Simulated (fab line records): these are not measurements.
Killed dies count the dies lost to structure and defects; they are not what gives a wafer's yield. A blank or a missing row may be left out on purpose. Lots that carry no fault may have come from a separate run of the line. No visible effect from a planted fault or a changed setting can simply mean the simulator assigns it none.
A lot that was struck, set against a sound lot / flow n5-finfet / 39 steps out of a route of 1938
Sound: these wafers, L278.1, L278.4, L278.5. Struck: wafer L264.1. (L264.3, L264.5 of the same lot were not struck and are left out.) The cause comes at the end.
Order at every step that has rows: each side's tool, ch and its chambers, its first start. Under that, the readings that differ: sound wafers / struck wafers / difference of the means / sigmas: that difference in standard deviations of wafers without a fault.
alike: readings whose means differ by less than 2 such deviations, and words and numbers that are the same on both sides. not compared: withheld readings, readings that some wafer has no value for, bounds like >300 that may hide the same value, and numbers for which the record gives no deviation and whose values overlap.
Wherever a step has rows on one side only, a row that says differs or no value, or a row with sigmas, the two part there. Numbers that don't overlap but have no deviation are shown without sigmas and don't part them. Lack of a reading on every wafer of one side parts them only where that side has two or more wafers.

first, 11 steps without rows for these wafers: N5_BEOL_M3_STRIP_65 (strips in N2/H2); N5_BEOL_M3_STRIP_75 (strips in N2/H2); N5_BEOL_M3_STRIP_66 (strips in CF4); N5_BEOL_M3_HM_OPEN_17 (chemistry Cl2/BCl3, target TiN, target depth 20 nm, overetch 6 nm); N5_BEOL_M3_STRIP_19 (strips in O2); N5_BEOL_M3_COAT_67 (time 60 s, resist thk 60 nm); N5_BEOL_M3_COAT_68 (time 60 s, resist thk 12 nm); N5_BEOL_M3_COAT_76 (time 60 s, resist thk 5 nm); N5_BEOL_M3_COAT_22 (resist thk 30 nm); N5_BEOL_M3_EBR_24; N5_BEOL_M3_SOFTBAKE_23 (time 60 s).
N5_BEOL_M3_EXPOSE_25: exposes mask V2, defocus 5 nm.
  sound on euv-scanner-02 ch 0, day 12 20:27; struck on euv-scanner-02 ch 0, day 8 23:05
  alike: mask
then, 2 steps without rows for these wafers: N5_BEOL_M3_PEB_26 (peb time 60 s); N5_BEOL_M3_DEVELOP_27 (develop time 30 s).
N5_BEOL_M3_CD_MEAS_28: target cd 25.7 nm, target cd y 23.3 nm.
  sound on cd-sem-01 ch 0, day 12 20:35; struck on cd-sem-02 ch 0, day 8 23:14
reading=cd-nm (nm); sound=25.83 25.94 25.86; struck=22.33; difference=-3.55; sigmas=-15
then, 22 steps without rows for these wafers: N5_BEOL_M3_DESCUM_33 (chemistry O2, time 7 s); N5_BEOL_M3_ETCH_77 (etches underlayer in N2/H2, target depth 6.5 nm, time 5.2 s); N5_BEOL_M3_ETCH_69 (etches SiARC in CF4, target depth 15.6 nm, time 26 s); N5_BEOL_M3_ALD_98 (deposits SiO2, target thk 2.5 nm, pulse time 1 s, co reactant pulse time 1 s); N5_BEOL_M3_ETCHBACK_99 (etches SiO2 in CHF3, target depth 5 nm, time 10.4 s); N5_BEOL_M3_ETCH_70 (etches SOC in N2/H2, target depth 80 nm, overetch 16 nm, time 120 s); N5_BEOL_M3_STRIP_71 (strips in N2/H2); N5_BEOL_M3_STRIP_78 (strips in N2/H2); N5_BEOL_M3_VIA_ETCH_34 (etches the open film in C4F6/O2, target depth 69.4 nm, time 65.9 s); N5_BEOL_M3_STRIP_83 (strips in C4F6/O2); N5_BEOL_M3_STRIP_36 (strips in N2/H2); N5_BEOL_M3_TRENCH_ETCH_37 (etches SiOC in C4F6/O2, target depth 55.555 nm, time 29.2 s); N5_BEOL_M3_ETCH_41 (etches SiCN in CH3F/O2, target depth 29.9 nm, time 52.5 s); N5_BEOL_M3_STRIP_97 (strips in N2/H2, time 10 s); N5_BEOL_M3_HM_STRIP_39 (strips TiN in peroxide tin strip, target depth 25 nm, time 158 s); N5_BEOL_M3_SRD_40 (time 30 s); N5_BEOL_M3_PRECLEAN_42 (cleans in residue remover, time 60 s); N5_BEOL_M3_SRD_43 (time 30 s); N5_BEOL_M3_DEGAS_44 (time 60 s); N5_BEOL_M3_PRE_CLEAN_45 (time 30 s); N5_BEOL_M3_ALD_84 (deposits TaN, pulse time 2 s, purge time 3 s, co reactant purge time 2 s); N5_BEOL_M3_SURFACE_TREAT_85.
N5_BEOL_M4_RC_MEAS_101:
  sound on prober-01 ch 0, day 14 09:37; struck on prober-01 ch 0, day 10 15:46
reading=CHAIN_V2 (ohm/link); sound=227 225 227; struck=299; difference=+73; sigmas=+8
reading=CHAIN_V2_max_site (ohm/link); sound=234 234 233; struck=301; difference=+67; sigmas=+6
reading=ION_N (uA/um); sound=694 680 684; struck=654; difference=-32; sigmas=-3
reading=ION_P (uA/um); sound=475 467 477; struck=452; difference=-21; sigmas=-3
reading=VT_N (mV); sound=241 247 247; struck=256; difference=+11; sigmas=+3
  alike: DIBL_N, DIBL_P, IOFF_N, IOFF_P, SS_N, SS_P, VT_P
-- the record jumps here: 5 days lie between the struck wafers' starts before and after (it left off in module BEOL_M4 and takes up again in module PASSIVATION, whose first step shown is number 1936 of the route) --
N5_PASSIVATION_PROBE_49:
  sound on prober-02, day 18 06:18; struck on prober-01, day 15 18:56
reading=defect-limited-yield (%); sound=90.3 91.7 90.7; struck=84.5; difference=-6.4; sigmas=-5
reading=killed_at_M0_to_M3; sound=41 33 42; struck=93; difference=+54; sigmas=+5
reading=killed-at-contacts; sound=5 10 8; struck=24; difference=+16; sigmas=+2
reading=killed-dies; sound=114 98 110; struck=183; difference=+76; sigmas=+5
reading=killed-on-rim; sound=10 14 16; struck=47; difference=+34; sigmas=+9
reading=sort_bin_5_function (%); sound=5.8 4.6 5.5; struck=10.9; difference=+5.6; sigmas=+7
reading=sort-n-pass; sound=1066 1082 1070; struck=997; difference=-76; sigmas=-5
reading=sort-yield-pct (%); sound=90.3 91.7 90.7; struck=84.5; difference=-6.4; sigmas=-5
  alike: killed_at_M4_up, killed-at-front-end, killed-at-other, killed-open, killed-short, sort_bin_6_memory

== WHERE THEY PART ==
First at N5_BEOL_M3_CD_MEAS_28; last, within this record, at N5_PASSIVATION_PROBE_49.

WHY: whatever the simulator had introduced
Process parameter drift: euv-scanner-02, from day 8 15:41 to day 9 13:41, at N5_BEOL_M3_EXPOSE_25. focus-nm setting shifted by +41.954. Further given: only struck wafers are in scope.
